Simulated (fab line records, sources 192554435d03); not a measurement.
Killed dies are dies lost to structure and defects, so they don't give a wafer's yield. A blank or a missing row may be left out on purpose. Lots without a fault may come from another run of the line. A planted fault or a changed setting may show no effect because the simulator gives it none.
A struck lot beside a sound one | flow n5_finfet | 16 steps out of a route of 1938
Sound: wafers L152.1, L152.2, L152.4. Struck: wafer L164.1. (L164.3, L164.4 of the same lot were not struck and are left out.) The cause comes at the end.
At each step with rows: each side's tool, then ch and its chambers, then its first start. Under that, the readings that differ: sound wafers | struck wafers | difference of the means | sigmas: that difference in standard deviations of wafers without a fault.
alike: readings whose means differ by less than 2 such deviations, and words and numbers that are the same on both sides. not compared: withheld readings, readings that some wafer has no value for, bounds like >300 that may hide the same value, and numbers for which the record gives no deviation and whose values overlap.
The two part at a step that has a row with sigmas, a row that says differs or no value, or rows on one side only. Numbers that don't overlap but have no deviation are shown without sigmas and don't part them. A reading that every wafer of one side lacks parts them only if that side has two wafers or more.

first, 4 steps without rows for these wafers: N5_BEOL_M11_HM_STRIP_39 (strips TiN in peroxide tin strip, target depth 25 nm, time 158 s); N5_BEOL_M11_SRD_40 (time 30 s); N5_BEOL_M11_PRECLEAN_42 (cleans in residue remover, time 60 s); N5_BEOL_M11_SRD_43 (time 30 s).
N5_BEOL_M11_CD_MEAS_35: target cd 70 nm.
  sound on cd_sem-02, day 11 09:29; struck on cd_sem-03, day 13 22:24
  reading    | sound          | struck | difference | sigmas
  cd_nm (nm) | 69.8 69.4 69.1 | 70.7   | +1.3       | +2
N5_BEOL_M11_CURE_72: cures SiCOH lowk, time 120 s.
  sound on uv_cure-02 ch 0, day 11 09:32; struck on uv_cure-01 ch 1, day 13 22:26
  alike: lamp_power_pct, wafer_temp_C_max
N5_BEOL_M11_DEGAS_44: time 60 s.
  sound on pvd_sputter-01, day 11 10:06; struck on pvd_sputter-03, day 14 00:16
  alike: heater_power_w
N5_BEOL_M11_PRE_CLEAN_45: time 30 s.
  sound on pvd_sputter-01, day 11 10:08; struck on pvd_sputter-03, day 14 00:18
  alike: heater_power_w
N5_BEOL_M11_ALD_74: deposits TaN, target thk 2 nm, pulse time 2 s, purge time 3 s.
  sound on ald_metal-02 ch 0,1,3, day 11 10:19; struck on ald_metal-02 ch 2, day 14 00:22
  reading            | sound       | struck | difference | sigmas
  heater_power_w (W) | 420 380 442 | 539    | +125       | +2
  alike: precursor_vessel_pressure_torr
N5_BEOL_M11_SURFACE_TREAT_76:
  sound on pvd_sputter-03, day 11 10:39; struck on pvd_sputter-01, day 14 00:43
  alike: ar_flow_sccm
  not compared: throttle_valve_pct
then, 2 steps without rows for these wafers: N5_BEOL_M11_CVD_75 (deposits Co from CCTBA/H2, target thk 2 nm, time 138.9 s); N5_BEOL_M11_SPUTTER_48 (material Cu, target thk 12 nm, time 2 s).
N5_BEOL_M11_ECD_50: material Cu, target thk 318 nm.
  sound on ecd_cu-01 ch 0,1, day 11 11:06; struck on ecd_cu-02 ch 0, day 14 01:02
  reading                                 | sound             | struck | difference | sigmas
  model.Cu_of_BEOL_M11_ECD_50.thk_nm (nm) | 319.6 318.2 318.4 | 178.4  | -140.3     |
then, 1 step without rows for these wafers: N5_BEOL_M11_ANNEAL_51 (time 90 s).
N5_BEOL_M11_CMP_52: polishes, stops on SiCOH lowk, t overpolish 7 s, target thk 140 nm.
  sound on cmp-03 ch 0,1,2, day 11 11:46; struck on cmp-04 ch 1, day 14 01:40
  reading                | sound          | struck | difference | sigmas
  time_to_endpoint_s (s) | 66.4 65.4 65.6 | 36.0   | -29.8      | -11
  alike: clearing_platen_down_force_psi, motor_current_A
N5_BEOL_M11_THK_MEAS_53: measures by xrf.
  sound on film_metro-01, day 11 12:03; struck on film_metro-02, day 14 01:58
  alike: M11_THK

WHERE THEY PART
First at N5_BEOL_M11_CD_MEAS_35; last, within this record, at N5_BEOL_M11_CMP_52. Later steps at which nothing parts them and some readings are alike: N5_BEOL_M11_THK_MEAS_53.

WHY: what the simulator had put in
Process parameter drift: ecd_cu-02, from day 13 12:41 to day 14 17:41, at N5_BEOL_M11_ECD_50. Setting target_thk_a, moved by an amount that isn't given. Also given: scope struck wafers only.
